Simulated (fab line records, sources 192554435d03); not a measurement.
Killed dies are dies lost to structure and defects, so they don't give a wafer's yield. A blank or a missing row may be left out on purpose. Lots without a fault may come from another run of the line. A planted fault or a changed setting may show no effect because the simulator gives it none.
Split-lot experiment | flow n5_finfet | 7 lots, 39 wafers read, on a route of 1938 steps

THE SPLIT
At N5_BEOL_M15_ILD_DEP_00 (deposits SiO2 from TEOS/O2, target thk 1629.3 nm, time 346.1 s), the setting time_s was moved away from the recipe's 346.1 s on 15 of the 39 wafers read, by -24.5% to +52.8%. The other wafers ran this setting at the recipe's value.

FROM THE SPLIT TO THE READING: what the file shows between them, 10 steps
- N5_BEOL_M15_THK_MEAS_01
- N5_BEOL_M15_COAT_58: time 60 s, resist thk 89 nm
- N5_BEOL_M15_COAT_04: resist thk 800 nm
- N5_BEOL_M15_DESCUM_15: chemistry O2, time 7.9 s
- N5_BEOL_M15_ETCH_59: etches BARC in N2/H2, target depth 89 nm, overetch 26.7 nm, time 67.9 s
- N5_BEOL_M15_VIA_ETCH_16: etches SiO2 in C4F8/O2/Ar, target depth 1792.2 nm
- N5_BEOL_M15_STRIP_63: strips in O2
- N5_BEOL_M15_STRIP_64: strips in O2
- N5_BEOL_M15_STRIP_65: strips in post etch residue remover, time 60 s
- N5_BEOL_M15_SRD_66: time 30 s, dry time 30 s

THE READING
cd_nm, in nm, at N5_BEOL_M15_CD_MEAS_17 (target cd 360 nm). Fault-free wafers of this fab line usually give 361.1 nm, standard deviation 1.4 nm.

wafer  | tool, chamber at the split | time_s as run, s | against the recipe | cd_nm, nm | against lot-mates on the recipe
L080.1 | pecvd-04, 0                | 346.1            | recipe             | 361.8     | -
L080.2 | pecvd-04, 1                | 261.2            | -24.5%             | 359.4     | -2.0
L080.3 | pecvd-04, 2                | 261.2            | -24.5%             | 358.3     | -3.1
L080.4 | pecvd-04, 1                | 261.2            | -24.5%             | 357.9     | -3.5
L080.5 | pecvd-04, 2                | 346.1            | recipe             | 360.7     | -
L080.6 | pecvd-04, 0                | 346.1            | recipe             | 361.8     | -
L081.1 | pecvd-01, 1                | 346.1            | recipe             | 362.5     | -
L081.2 | pecvd-01, 0                | 346.1            | recipe             | 362.5     | -
L081.5 | pecvd-01, 1                | 346.1            | recipe             | 362.9     | -
L084.1 | pecvd-02, 1                | 401.4            | +16.0%             | 365.0     | +3.8
L084.2 | pecvd-02, 2                | 346.1            | recipe             | 360.8     | -
L084.3 | pecvd-02, 2                | 346.1            | recipe             | 363.4     | -
L084.4 | pecvd-02, 1                | 401.4            | +16.0%             | 363.3     | +2.1
L084.5 | pecvd-02, 2                | 401.4            | +16.0%             | 364.4     | +3.2
L084.6 | pecvd-02, 1                | 346.1            | recipe             | 359.4     | -
L085.1 | pecvd-04, 2                | 288.2            | -16.7%             | 360.4     | -0.4
L085.2 | pecvd-04, 0                | 346.1            | recipe             | 359.7     | -
L085.3 | pecvd-04, 1                | 288.2            | -16.7%             | 358.3     | -2.5
L085.4 | pecvd-04, 1                | 288.2            | -16.7%             | 357.1     | -3.7
L085.5 | pecvd-04, 2                | 346.1            | recipe             | 360.5     | -
L085.6 | pecvd-04, 0                | 346.1            | recipe             | 362.1     | -
L091.1 | pecvd-04, 1                | 346.1            | recipe             | 362.6     | -
L091.2 | pecvd-04, 0                | 346.1            | recipe             | 359.9     | -
L091.3 | pecvd-04, 2                | 346.1            | recipe             | 359.8     | -
L091.4 | pecvd-04, 2,1              | 346.1            | recipe             | 359.0     | -
L091.5 | pecvd-04, 0                | 346.1            | recipe             | 360.9     | -
L091.6 | pecvd-04, 2,1              | 346.1            | recipe             | 358.6     | -
L092.1 | pecvd-01, 0                | 346.1            | recipe             | 358.2     | -
L092.2 | pecvd-01, 2                | 346.1            | recipe             | 359.4     | -
L092.3 | pecvd-01, 1                | 523.1            | +51.1%             | 365.6     | +7.3
L092.4 | pecvd-01, 2                | 523.1            | +51.1%             | 370.2     | +11.9
L092.5 | pecvd-01, 1                | 346.1            | recipe             | 357.2     | -
L092.6 | pecvd-01, 0                | 523.1            | +51.1%             | 369.6     | +11.3
L097.1 | pecvd-04, 1                | 346.1            | recipe             | 360.9     | -
L097.2 | pecvd-04, 2                | 528.7            | +52.8%             | 367.9     | +6.2
L097.3 | pecvd-04, 0                | 346.1            | recipe             | 361.6     | -
L097.4 | pecvd-04, 1                | 346.1            | recipe             | 362.5     | -
L097.5 | pecvd-04, 0                | 528.7            | +52.8%             | 369.2     | +7.5
L097.6 | pecvd-04, 2                | 528.7            | +52.8%             | 367.6     | +5.9
Where a row lists several chambers, the file gives one row for several wafers and doesn't say which wafer went through which chamber.

THE FIT
A straight line over all 39 wafers: cd_nm changes by +0.14 nm for each +1% of time_s; r = +0.89; the points scatter about the line by 1.6 nm.
The same after taking each lot's own level away (the mean of its wafers on the recipe; 39 wafers): +0.154 nm for each +1%; r = +0.92; scatter 1.4 nm.
On that fit, the largest move of time_s shifts the reading by 8.1 nm.
The lots' own levels span 358.27 to 362.63 nm, that is 3.1 times the standard deviation above.
So the lot-to-lot level changes the slope little: the two slopes agree.
Check: with one of the wafers moved furthest among these (+52.8%) left out of the fit, the line predicts +8.7 nm for it against its lot-mates. It came out at +6.23 nm against them.

OTHER SPLITS ON THESE WAFERS
These wafers also went through other splits before the reading. Each is held against what the fit with the lots' levels taken away leaves over:
other split on the same wafers | wafers away from the commonest value | r with cd_nm (lot level and that fit taken away)
N5_BEOL_M13_ILD_DEP_00 time_s  | 18                                   | -0.04

THE WHOLE CHAIN: every reading that the file lists as answering this split, in the file's order
step                    | what it does                                                   | reading                                                                             | change (the file's fit)               | r (the file's)
N5_BEOL_M15_ILD_DEP_00  | deposits SiO2 from TEOS/O2, target thk 1629.3 nm, time 346.1 s | SiO2_of_BEOL_M15_ILD_DEP_00.thk_nm (the simulator's own value, which no gauge read) | +16.6 nm for each +1% of the setting  | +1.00
N5_BEOL_M15_THK_MEAS_01 |                                                                | M15_ILD_THK                                                                         | +16.6 for each +1% of the setting     | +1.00
N5_BEOL_M15_VIA_ETCH_16 | etches SiO2 in C4F8/O2/Ar, target depth 1792.2 nm              | etch.depth_nm (the simulator's own value, which no gauge read)                      | +16.6 nm for each +1% of the setting  | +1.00
N5_BEOL_M15_VIA_ETCH_16 | etches SiO2 in C4F8/O2/Ar, target depth 1792.2 nm              | coat_of_BEOL_M15_COAT_04.thk_nm (the simulator's own value, which no gauge read)    | -3.94 nm for each +1% of the setting  | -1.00
N5_BEOL_M15_CD_MEAS_17  | target cd 360 nm                                               | cd_nm                                                                               | +0.157 nm for each +1% of the setting | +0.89

THE FILE'S OWN FIT
cd_nm changes by +0.157 nm for each +1% of time_s, r = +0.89.
